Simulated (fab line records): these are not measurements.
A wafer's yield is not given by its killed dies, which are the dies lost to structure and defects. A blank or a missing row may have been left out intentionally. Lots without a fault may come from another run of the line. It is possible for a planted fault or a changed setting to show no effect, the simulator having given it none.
fab line records	flow nand_harc
record lots=6	wafers=18	last_day=26
route steps=1159 shown A_CHANNEL_HOLE_D1@455 END@1159
lots that met no fault: taken from a fault-free run of the same line
start_h: hours from the record's opening day to when the first of the lot's shown wafers began	wait_h: hours from the lot's prior step to this one	" the same as in the row above	L1.1+2: a single row standing in for several wafers	- no value, or no start given	* or withheld: withheld	< > ~ a bound
route shown NAME@n: a module of which the file shows steps, and the number in the route of the first	usual: the fault-free wafers' mean and standard deviation	same: alike in all rows	chamber/n: place in a boat	sites: readings site by site	_std_site: how widely they spread, as a standard deviation	_edge_site: mean of outer sites minus mean of inner sites	radius_mm: how far each site lies from the wafer's centre	mask NAME#n: copy n	behind: tool/chamber where the wafer was last shaped	hold: why the lot went on hold/how many hours it stayed there/how the hold came to an end	device: names the non-switching transistor (n, p or np)	end of line: tests of these same wafers at the route's end	step lacking rows: just its recipe	killed: the dies lost at the first sort to structure and to defects; this is not the yield of the wafer	map: a wafer's dies, marking killed ones x, the rest . and places with no die _
set.NAME: the run value of the setting; set.NAME@STEP: its run value at that earlier step	model.NAME: the simulator's own value behind a step, which no gauge read
certain route steps with their lots: each step a table, each wafer a row
services: from which hour (start_h, from the record's first day; less than 0 if before it) a tool's chamber was out of use, for how many hours, and why
## steps
# step NHARC_A_CHANNEL_HOLE_D1_COAT_37
# recipe temp_c=225	time_s=65
# step NHARC_A_CHANNEL_HOLE_D1_COAT_04
# recipe spin_rpm=1500	resist_thk_nm=90
# step NHARC_A_CHANNEL_HOLE_D1_SOFTBAKE_05
# recipe temp_c=105	time_s=55
# step NHARC_A_CHANNEL_HOLE_D1_EBR_06
# step NHARC_A_CHANNEL_HOLE_D1_EXPOSE_07
# recipe na=1.35	target_cd_nm=100	sigma_outer=0.3	dose_mj=59.65	mask_id=HOLE_D1
# step NHARC_A_CHANNEL_HOLE_D1_PEB_08
# recipe peb_temp_c=100	peb_time_s=65
# step NHARC_A_CHANNEL_HOLE_D1_DEVELOP_09
# recipe develop_time_s=35	dev_temp_c=23
# step NHARC_A_CHANNEL_HOLE_D1_CD_MEAS_10
# recipe target_cd_nm=100	landing_energy_ev=500
# usual cd_nm=100.3/0.45
lot.wafer	tool	chamber	start_h	wait_h	cd_nm
L636.1	cd_sem-03	0	173.09	-	99.9
L636.2	"	0	"	"	100.8
L636.6	"	0	"	"	99.9
L645.1	cd_sem-03	0	227.31	-	101.0
L645.5	"	0	"	"	101.2
L645.6	"	0	"	"	100.9
L649.1	cd_sem-03	0	251.66	-	100.1
L649.3	"	0	"	"	100.2
L649.5	"	0	"	"	100.5
L655.3	cd_sem-02	0	294.09	-	99.9
L655.4	"	0	"	"	99.9
L655.6	"	0	"	"	100.4
L658.1	cd_sem-01	0	315.12	-	100.3
L658.4	"	0	"	"	100.3
L658.5	"	0	"	"	99.8
L659.1	cd_sem-02	0	315.36	-	99.8
L659.3	"	0	"	"	100.7
L659.5	"	0	"	"	99.8
# step NHARC_A_CHANNEL_HOLE_D1_OVL_MEAS_11
# usual overlay_x_nm=0.1/1	overlay_y_nm=0.0/1.1
lot.wafer	tool	chamber	start_h	wait_h	overlay_x_nm	overlay_y_nm
L636.1	overlay-01	-	173.18	-	-1.4	0.3
L636.2	"	-	"	"	-0.7	-0.1
L636.6	"	-	"	"	-1.6	0.2
L645.1	overlay-01	-	227.40	-	0.1	0.6
L645.5	"	-	"	"	-0.3	0.2
L645.6	"	-	"	"	-0.2	0.6
L649.1	overlay-01	-	251.74	-	-0.5	0.1
L649.3	"	-	"	"	-0.1	-0.4
L649.5	"	-	"	"	-0.3	0.2
L655.3	overlay-01	-	294.18	-	0.1	0.6
L655.4	"	-	"	"	0.0	0.0
L655.6	"	-	"	"	0.3	0.2
L658.1	overlay-02	-	315.21	-	0.3	0.3
L658.4	"	-	"	"	0.4	0.4
L658.5	"	-	"	"	0.6	0.0
L659.1	overlay-02	-	315.45	-	-1.8	1.5
L659.3	"	-	"	"	-2.4	1.8
L659.5	"	-	"	"	-1.7	1.6
# step NHARC_A_CHANNEL_HOLE_D1_INSPECT_12
# usual raw_defect_count=5.5/2.8
lot.wafer	tool	chamber	start_h	wait_h	raw_defect_count
L636.1	defect_inspect-01	-	173.22	0.0	6
L636.2	"	-	"	"	5
L636.6	"	-	"	"	4
L645.1	defect_inspect-02	-	227.43	0.0	7
L645.5	"	-	"	"	8
L645.6	"	-	"	"	4
L649.1	defect_inspect-02	-	251.78	0.0	9
L649.3	"	-	"	"	5
L649.5	"	-	"	"	3
L655.3	defect_inspect-01	-	294.21	0.0	7
L655.4	"	-	"	"	6
L655.6	"	-	"	"	2
L658.1	defect_inspect-01	-	315.25	0.0	2
L658.4	"	-	"	"	7
L658.5	"	-	"	"	6
L659.1	defect_inspect-01	-	315.49	0.0	7
L659.3	"	-	"	"	8
L659.5	"	-	"	"	2
# step NHARC_A_CHANNEL_HOLE_D1_DESCUM_15
# recipe time_s=3	o2_flow_sccm=200	ar_flow_sccm=0	bias_power_w=0	chemistry=O2
# usual drypump_motor_current_A=5.9/0.41	mfc_ar_sccm=0.006/0.0088	oes_product_au=1.004/0.0092	rf_vpp_V=57.7/0.93	showerhead_plenum_p_Torr=1.90/0.084	throttle_valve_pct=11.310/0.0094
# same bias_power_w=0
lot.wafer	tool	chamber	start_h	wait_h	drypump_motor_current_A	mfc_ar_sccm	oes_product_au	rf_hours_counter_h	rf_vpp_V	showerhead_plenum_p_Torr	throttle_valve_pct
L636.1	rie_diel-10	1	173.28	0.1	5.6	0	0.997	13	57.8	2.02	11.302
L636.2	"	0	"	"	6.2	0	0.996	13	59.2	2.03	11.307
L636.6	"	2	"	"	5.2	0.025	1.011	-	58.5	2.00	11.305
L645.1	rie_diel-10	0	227.50	0.1	6.2	0	0.978	3	58.2	2.03	11.305
L645.5	"	3	"	"	6.2	0	0.992	-	57.6	1.79	11.317
L645.6	"	0	"	"	6.2	0	0.991	-	57.9	2.03	11.317
L649.3	rie_diel-10	1	251.84	0.1	5.7	0	1.008	5	57.3	2.01	11.304
L649.1	"	0	"	"	6.2	0	1.014	6	57.8	2.03	11.320
L649.5	"	1	"	"	5.7	0	1.010	-	58.4	2.01	11.310
L655.3	rie_diel-09	1	294.27	0.1	6.4	0	1.013	2	56.5	1.80	11.317
L655.4	"	3	"	"	6.0	0.005	1.014	2	55.9	1.87	11.323
L655.6	"	2	"	"	5.7	0	1.007	-	57.5	1.90	11.316
L658.1	rie_diel-09	1	315.32	0.1	6.5	0	1.003	3	57.3	1.80	11.308
L658.4	"	3	"	"	5.9	0.005	1.001	3	57.1	1.87	11.310
L658.5	"	1	"	"	6.4	0	1.002	-	58.9	1.80	11.322
L659.1	rie_diel-10	3	315.55	0.1	6.1	0	1.011	11	55.5	1.79	11.310
L659.3	"	1	"	"	5.7	0	1.000	10	58.3	2.01	11.310
L659.5	"	3	"	"	6.2	0	1.009	-	56.5	1.79	11.311
# step NHARC_A_CHANNEL_HOLE_D1_ETCH_38
# recipe target_depth_a=390	over_etch_frac=0.3	time_s=65	ion_energy_ev=80	cf4_flow_sccm=150	ar_flow_sccm=0	rf_w=300	bias_w=100	chemistry=CF4
# usual drypump_motor_current_A=5.9/0.4	mfc_ar_sccm=0.006/0.0085	oes_product_au=1.002/0.01	rf_vpp_V=151.1/1.1	showerhead_plenum_p_Torr=1.76/0.072	throttle_valve_pct=13.284/0.0089
lot.wafer	tool	chamber	start_h	wait_h	drypump_motor_current_A	mfc_ar_sccm	oes_product_au	rf_hours_counter_h	rf_vpp_V	showerhead_plenum_p_Torr	throttle_valve_pct
L636.2	rie_diel-10	2	173.37	0.1	5.3	0.025	1.002	12	152.7	1.84	13.280
L636.1	"	0	"	"	6.2	0	1.001	13	151.9	1.87	13.284
L636.6	"	2	"	"	5.3	0.025	1.015	-	152.3	1.84	13.276
L645.1	rie_diel-10	0	227.58	0.1	6.2	0	0.996	3	151.6	1.87	13.287
L645.5	"	0	"	"	6.2	0	0.996	-	151.4	1.87	13.281
L645.6	"	1	"	"	5.7	0	1.006	-	152.6	1.86	13.288
L649.3	rie_diel-10	2	251.93	0.1	5.3	0.025	1.014	5	152.1	1.84	13.277
L649.1	"	0	"	"	6.2	0	0.994	6	152.7	1.87	13.278
L649.5	"	1	"	"	5.7	0	1.009	-	152.9	1.86	13.279
L655.4	rie_diel-09	1	294.36	0.1	6.5	0	1.018	2	150.3	1.67	13.301
L655.3	"	2	"	"	5.7	0	1.012	2	150.6	1.75	13.271
L655.6	"	2	"	"	5.7	0	1.002	-	151.5	1.75	13.285
L658.4	rie_diel-09	0	315.40	0.1	6.1	0.010	1.010	2	150.3	1.73	13.300
L658.1	"	2	"	"	5.8	0	1.014	3	151.4	1.75	13.271
L658.5	"	0	"	"	6.2	0.010	1.017	-	151.1	1.73	13.281
L659.3	rie_diel-10	0	315.63	0.1	6.2	0	0.985	11	152.6	1.87	13.277
L659.1	"	2	"	"	5.3	0.025	1.003	11	152.4	1.84	13.286
L659.5	"	1	"	"	5.7	0	0.989	-	149.6	1.85	13.296
# step NHARC_A_CHANNEL_HOLE_D1_ETCH_39
# recipe target_depth_a=2600	over_etch_frac=0.3	time_s=325	ion_energy_ev=200	n2_flow_sccm=150	h2_flow_sccm=150	ar_flow_sccm=0	rf_w=400	bias_w=150	chemistry=N2/H2
# usual drypump_motor_current_A=5.9/0.41	h2_flow_sccm=149.9/0.45	mfc_ar_sccm=0.006/0.0085	oes_product_au=1.003/0.0087	rf_vpp_V=429.8/2.7	showerhead_plenum_p_Torr=2.02/0.094	throttle_valve_pct=14.171/0.0097
lot.wafer	tool	chamber	start_h	wait_h	drypump_motor_current_A	h2_flow_sccm	mfc_ar_sccm	oes_product_au	rf_hours_counter_h	rf_vpp_V	showerhead_plenum_p_Torr	throttle_valve_pct
L636.1	rie_diel-10	0	173.48	-	6.2	149.2	0	1.009	13	434.5	2.17	14.172
L636.2	"	2	"	"	5.3	150.1	0.025	1.005	12	432.8	2.14	14.179
L636.6	"	3	"	"	6.1	149.2	0	1.008	-	428.4	1.90	14.172
L645.1	rie_diel-10	0	227.67	-	6.3	149.9	0	0.834	3	433.6	2.17	14.161
L645.5	"	0	"	"	6.2	150.1	0	0.835	-	434.5	2.17	14.152
L645.6	"	1	"	"	5.7	149.9	0	1.000	-	433.5	2.15	14.174
L649.1	rie_diel-10	2	252.02	-	5.3	149.6	0.025	1.011	5	430.8	2.14	14.176
L649.3	"	0	"	"	6.2	148.9	0	0.833	6	433.6	2.17	14.182
L649.5	"	3	"	"	6.2	149.6	0	0.990	-	426.9	1.90	14.177
L655.3	rie_diel-09	0	294.50	-	6.2	150.3	0.010	1.010	1	431.0	1.99	14.177
L655.4	"	1	"	"	6.4	150.7	0	1.008	2	426.5	1.92	14.187
L655.6	"	2	"	"	5.8	150.4	0	1.001	-	431.6	2.02	14.170
L658.4	rie_diel-09	1	315.51	-	6.5	149.8	0	1.011	3	427.2	1.92	14.172
L658.1	"	3	"	"	5.9	150.3	0.005	1.006	3	429.1	1.99	14.174
L658.5	"	1	"	"	6.4	149.5	0	0.995	-	426.3	1.91	14.172
L659.1	rie_diel-10	2	315.75	-	5.3	149.7	0.025	1.010	11	433.7	2.13	14.172
L659.3	"	0	"	"	6.2	149.1	0	0.998	11	433.9	2.16	14.176
L659.5	"	2	"	"	5.3	149.8	0.025	1.008	-	432.1	2.13	14.158
# step NHARC_A_CHANNEL_HOLE_D1_ETCH_34
# recipe target_depth_a=1540	time_s=77	cf4_flow_sccm=100	chf3_flow_sccm=30	ar_flow_sccm=0	rf_w=500	bias_w=200	chemistry=CF4/CHF3
# usual chf3_flow_sccm=30.00/0.098	drypump_motor_current_A=5.9/0.41	mfc_ar_sccm=0.006/0.0086	oes_product_au=0.951/0.024	rf_vpp_V=370.2/2.3	showerhead_plenum_p_Torr=1.56/0.067	throttle_valve_pct=16.803/0.0096
lot.wafer	tool	chamber	start_h	wait_h	chf3_flow_sccm	drypump_motor_current_A	mfc_ar_sccm	oes_product_au	rf_hours_counter_h	rf_vpp_V	showerhead_plenum_p_Torr	throttle_valve_pct
L636.1	rie_diel-10	2	-	-	29.92	5.3	0.025	0.936	12	373.8	1.64	16.815
L636.2	"	3	"	"	29.93	6.2	0	0.932	15	365.9	1.48	16.803
L636.6	"	2	"	"	30.02	5.3	0.025	0.926	-	372.7	1.64	16.807
L645.1	rie_diel-10	3	-	-	29.98	6.1	0	0.965	3	365.9	1.48	16.801
L645.5	"	0	"	"	30.02	6.2	0	0.967	-	373.5	1.66	16.791
L645.6	"	1	"	"	29.73	5.7	0	0.976	-	373.8	1.65	16.803
L649.1	rie_diel-10	3	-	-	29.93	6.2	0	0.992	5	367.4	1.48	16.807
L649.3	"	0	"	"	30.17	6.2	0	0.971	6	373.4	1.66	16.801
L649.5	"	1	"	"	29.99	5.7	0	0.978	-	372.7	1.65	16.806
L655.3	rie_diel-09	1	-	-	30.03	6.5	0	0.967	2	367.5	1.49	16.802
L655.4	"	2	"	"	29.94	5.7	0	0.959	2	370.9	1.56	16.805
L655.6	"	1	"	"	29.91	6.5	0	0.967	-	369.9	1.49	16.778
L658.4	rie_diel-09	1	-	-	30.01	6.4	0	0.953	4	367.6	1.49	16.807
L658.1	"	3	"	"	29.95	5.9	0.005	0.967	4	370.6	1.54	16.823
L658.5	"	0	"	"	29.96	6.2	0.010	0.948	-	369.6	1.54	16.797
L659.3	rie_diel-10	2	-	-	29.98	5.3	0.025	0.938	11	374.6	1.64	16.802
L659.1	"	3	"	"	30.09	6.2	0	0.933	11	368.1	1.47	16.787
L659.5	"	1	"	"	29.81	5.7	0	0.927	-	374.2	1.65	16.811
# step NHARC_END_SORT_01
# recipe temp_c=25
# usual killed_at_array=27/11	killed_at_other=0.6/1	killed_at_periphery=3.0/2.1	killed_dies=31/12	killed_open=3.2/1.7	killed_short=1.7/1.4
# same gross_dies=677
lot.wafer	tool	chamber	start_h	wait_h	killed_at_array	killed_at_other	killed_at_periphery	killed_dies	killed_open	killed_short
L645.1	prober-02	0	489.22	2.5	456	0	2	458	1	1
L645.5	prober-02	0	492.36	3.6	461	0	2	463	1	1
L649.3	prober-02	0	513.94	3.1	472	0	2	474	2	1
# killed by level:class
L645.1 A_CHANNEL_HOLE_D1:area_etch=435 A_CHANNEL_HOLE_D1:chamber_film_flake=13 A_STAIRCASE:chamber_film_flake=3 A_CONTACT:chamber_film_flake=3 A_CONTACT:geometric_particle:short=1 A_M0:geometric_particle:open=1 P_ZERO_WELL:chamber_film_flake=1 P_BONDPAD:chamber_film_flake=1
L645.5 A_CHANNEL_HOLE_D1:area_etch=440 A_CHANNEL_HOLE_D1:chamber_film_flake=12 A_STAIRCASE:chamber_film_flake=5 A_CONTACT:chamber_film_flake=2 A_CHANNEL_FILL_D1:geometric_particle:short=1 A_CONTACT:geometric_particle:open=1 P_STI:chamber_film_flake=1 P_BONDPAD:chamber_film_flake=1
L649.3 A_CHANNEL_HOLE_D1:area_etch=456 A_CHANNEL_HOLE_D1:chamber_film_flake=5 A_CONTACT:chamber_film_flake=5 A_M1:chamber_film_flake=3 A_STAIRCASE:chamber_film_flake=2 P_GATE:geometric_particle:open=1 P_M0:geometric_particle:short=1 A_CHANNEL_FILL_D1:geometric_particle:open=1
# map L645.5 (x killed, . not)
____________.____________
_________..xx..x_________
_______....x...x.._______
______x.x.xxxx.x...______
_____......xxx.x...x_____
____...x.x.xxxxxx.xx.____
____xx.x.xxxx.xx.x...____
___.x.xx.xxxxxxxxx..xx___
___xx.x..xxx.x.x.xxxx.___
__.xxx...xxxxxxxxxx.x.x__
__xxxxxxxxxxxxxxxxxxxxx__
_.xx.xxxxxxxxxxxxxxxxx.x_
_...xxx.xxxxx.xxxxxxxxxx_
_..xxxxxxxxxxxxxxxxxxxxx_
_.xx.xxxxxxxxxxxxxxxxxxx_
_.xxx.xxxxxxxxxxxx.xxx.x_
..xxxxxxxxxxxxxxxxxxxx.x.
...xxxxxxxxxxxxxxxxxxxx..
.xx.xx.xxxxxxxxxxxxxxx..x
......xxxxxxxxxxxxxxx....
x..xxxxxxxxxxxxxxxx.x.x..
_..x.xxxxxxxxxxxxxxxxx.._
_x..xxxxxxxxxxxxx.xxx..x_
_.x..xxxxxxxxxxxxxxxxxx._
_..xxx.xxxxxxxxxxxxx...._
_.x..x.xxxxxxx.xxxxxx.x._
__..x.xx.xxxxx..xxx..xx__
__..x.xxxxxxxxxxxxxx.x.__
___.xx..xxxxxxxxxx.xxx___
___.....xx.xxxxxx.xx..___
____..xxx.xxxx..xxx..____
____..x.xx..x....x...____
_____....x.x..xx..xx_____
______........x.x..______
_______...xxxxx.x._______
_________......._________
____________.____________
# map L649.3 (x killed, . not)
____________.____________
_________..x...x_________
_______.........x._______
______x.x....x...x.______
_____x.x.x.x.x.xxxx._____
____....x.xxxxxxxxx..____
____..x.xx.x.xxxxxxx.____
___.x.x.xx.xxxxxx.xx..___
___.xx.x.xxx.xxxx.x...___
__.xxxxxxxxxxx.x.xxx...__
__..xxxxxxxxxxxxxxx...x__
_...x.xx.xxxxxx..xxxxxx._
_xx.xxxx.xxxxxxxx.xxx.xx_
_.xxx.xxxxxxxxxxxx.x.xxx_
_.xxxxxxxxxxxxx.xxxxxxx._
_xxxx.xxxxxxxxxxxxxxx.x._
..xxxxxxxxxxxxxxxxxx..x..
.xxxxxx.xxx.xxxxxxxxx..x.
x.xxxxxxxxxxxxxxxxxxxxxx.
xx..xxxxxxxxxxxxx.xxxxxx.
x.xx.xx.xxxx.xxxxxxx.xxxx
_.....xxxxxxxxxxxxxxxxx._
_x.xxxxx.xxxxxxxx..x.xxx_
_x.xxxxxxxxxx.xxxxxx.x.._
_.xxxxxx.xxxxxxx.xxxxx.x_
_xx.x.x.xxxxxxxxxxxxx..x_
__.x..xxxxxxxxxxxxxx.x.__
__x..xxxxxxxxxxx.x.xx..__
___..xxx....xxxxxx..xx___
___x.x.xxx.xxx.xxxx..x___
____.xxx.xx.xx.xx..x.____
____.xx.xxxxx.x.xxx..____
_____x..xx.xxxxx.xxx_____
______..xx.x.....x.______
_______..xx....xx._______
_________xx....._________
____________x____________
## services
tool	chamber	start_h	hours	kind
rie_diel-10	0	155.78	-	clean
rie_diel-10	1	155.78	-	clean
rie_diel-10	2	155.78	-	clean
rie_diel-10	3	155.78	-	clean
rie_diel-10	-	176.50	9.0	pm
rie_diel-10	0	176.50	9.0	vent_cycle
rie_diel-10	1	176.50	9.0	vent_cycle
rie_diel-10	2	176.50	9.0	vent_cycle
rie_diel-10	3	176.50	9.0	vent_cycle
rie_diel-10	0	185.50	-	clean
rie_diel-10	1	185.50	-	clean
rie_diel-10	2	185.50	-	clean
rie_diel-10	3	185.50	-	clean
rie_diel-10	0	201.79	4.0	repair
rie_diel-10	1	206.42	9.1	repair
rie_diel-10	0	210.00	-	clean
rie_diel-10	2	210.00	-	clean
rie_diel-10	3	210.00	-	clean
rie_diel-10	0	213.29	6.2	repair
rie_diel-10	3	214.68	7.3	repair
rie_diel-10	0	234.50	-	clean
rie_diel-09	-	254.22	9.0	pm
rie_diel-09	0	273.31	11.1	repair
rie_diel-10	3	300.91	5.7	repair
## key
first_sign step=NHARC_A_CHANNEL_HOLE_D1_ETCH_39	reading=oes_product_au	direction=down	sigmas=19	usual=1.003	struck=0.834
effect step=NHARC_END_SORT_01	reading=killed_at_array	direction=up	sigmas=38	usual=27	struck=463
more_kills_born_at NHARC_A_CHANNEL_HOLE_D1_ETCH_39@rie_diel-10=1331
met_at NHARC_A_CHANNEL_HOLE_D1_ETCH_39
struck_wafers L645.1,L645.5,L649.3
later_rows_left_out L645.1,L645.5,L649.3
tester_left_out L645,L649
onset_between 173.48 227.67
fault kind=process_parameter_drift	tool=rie_diel-10	chamber=0	onset_h=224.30	steps=NHARC_A_CHANNEL_HOLE_D1_ETCH_39	channel=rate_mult	offset=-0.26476	shape=step	end_h=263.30
# tester_left_out: of these lots the tester's yield and bins aren't shown, on N5 and GAA mostly nor the transistor test; their killed dies are dies lost to structure and defects alone, not to doping, threshold or leakage, so they don't give the yield
# later_rows_left_out: the simulator's readings of these wafers behind a module that went badly wrong aren't trusted and aren't shown, but for the sort
